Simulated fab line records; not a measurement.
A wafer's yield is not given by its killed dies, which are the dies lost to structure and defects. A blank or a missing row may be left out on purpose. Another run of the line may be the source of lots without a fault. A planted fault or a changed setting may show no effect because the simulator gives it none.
Chamber matching + flow nand-harc + NHARC_P_M2_PRE_CLEAN_32 on pecvd-02 has 3 sister chambers
The step time 12 s. 3 wafers are shown with their chamber, then 7 later ones without.

WAFERS WITH THEIR CHAMBER
| wafer  | chamber | heater-power-w (W) |
|--------|---------|--------------------|
| L245.2 | 0       | 716                |
| L252.1 | 2       | 777                |
| L252.4 | 1       | 683                |

WAFERS WITH NO CHAMBER GIVEN
| wafer  | heater-power-w (W) |
|--------|--------------------|
| L252.6 | 702                |
| L256.1 | 760                |
| L256.4 | 743                |
| L256.5 | 644                |
| L255.2 | 692                |
| L255.5 | 584                |
| L255.6 | 707                |

EACH ONE'S CHAMBER
| wafer  | from the rows above          | in truth |
|--------|------------------------------|----------|
| L252.6 | can't be placed: 0 or 1 or 2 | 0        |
| L256.1 | can't be placed: 2 or 0 or 1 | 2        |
| L256.4 | can't be placed: 0 or 2 or 1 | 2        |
| L256.5 | can't be placed: 1 or 0      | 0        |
| L255.2 | can't be placed: 1 or 0 or 2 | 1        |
| L255.5 | can't be placed: 1 or 0      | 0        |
| L255.6 | can't be placed: 0 or 1 or 2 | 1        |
Placed correctly: 0 of 7. Can't be placed from these rows: 7 (the true chamber is among the candidates in 7). Wrongly placed: 0.
How it was worked out, from the rows above alone: a wafer's distance from a chamber is the root of the sum, over the readings, of the square of ((its reading less the chamber's mean) divided by the reading's scatter). The wafer belongs to the nearest chamber; if the next one is less than 2 further off, it can't be placed. For every chamber, the mean is computed from those of its wafers that are shown. The scatter: root of mean squared gap, hidden wafer to nearest shown wafer, with one shown wafer a chamber.
